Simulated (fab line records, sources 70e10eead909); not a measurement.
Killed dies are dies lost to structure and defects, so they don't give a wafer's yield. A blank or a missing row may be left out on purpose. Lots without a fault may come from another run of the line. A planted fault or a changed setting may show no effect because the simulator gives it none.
Which tool did it? | flow nand_harc | 7 lots, 21 wafers sampled, at 1 step of a route of 1302

WHAT THE GAUGES READ, wafer by wafer
NHARC_A_SLIT_INSPECT_11.
lot  | measured     | on                | raw_defect_count
L257 | day 20 12:42 | defect_inspect-02 | 135 112 117
L259 | day 20 22:38 | defect_inspect-01 | 66 77 64
L267 | day 24 09:10 | defect_inspect-01 | 90 84 97
L271 | day 26 00:59 | defect_inspect-02 | 50 44 45
L274 | day 27 14:20 | defect_inspect-02 | 87 75 59
L276 | day 28 06:23 | defect_inspect-01 | 53 69 71
L278 | day 29 11:55 | defect_inspect-01 | 7 5 8

WHICH TOOL RAN EACH LOT (tool, then ch and the chambers of the sampled wafers, then the start)
The record holds no process step before these readings.

THE ANSWER, worked out from the rows above alone
Rule: what is usual is taken from the lots themselves. Put in order of their means at a reading, lots are off if they are a third of the lots or fewer, leave a main group of 4 or more, and stand apart from it by a gap of 3 or more times the standard deviation of the main group's means; of several such gaps the widest counts. A main group whose means are all the same, to the digits that the tables above print for the reading, isn't used. A lot without any number at a reading at which 4 lots or more have one is off too. The other lots that the step has rows for count as sound.
No lot is off at any reading shown: from this, nothing can be told.

WHAT THE SIMULATOR HAD PUT IN
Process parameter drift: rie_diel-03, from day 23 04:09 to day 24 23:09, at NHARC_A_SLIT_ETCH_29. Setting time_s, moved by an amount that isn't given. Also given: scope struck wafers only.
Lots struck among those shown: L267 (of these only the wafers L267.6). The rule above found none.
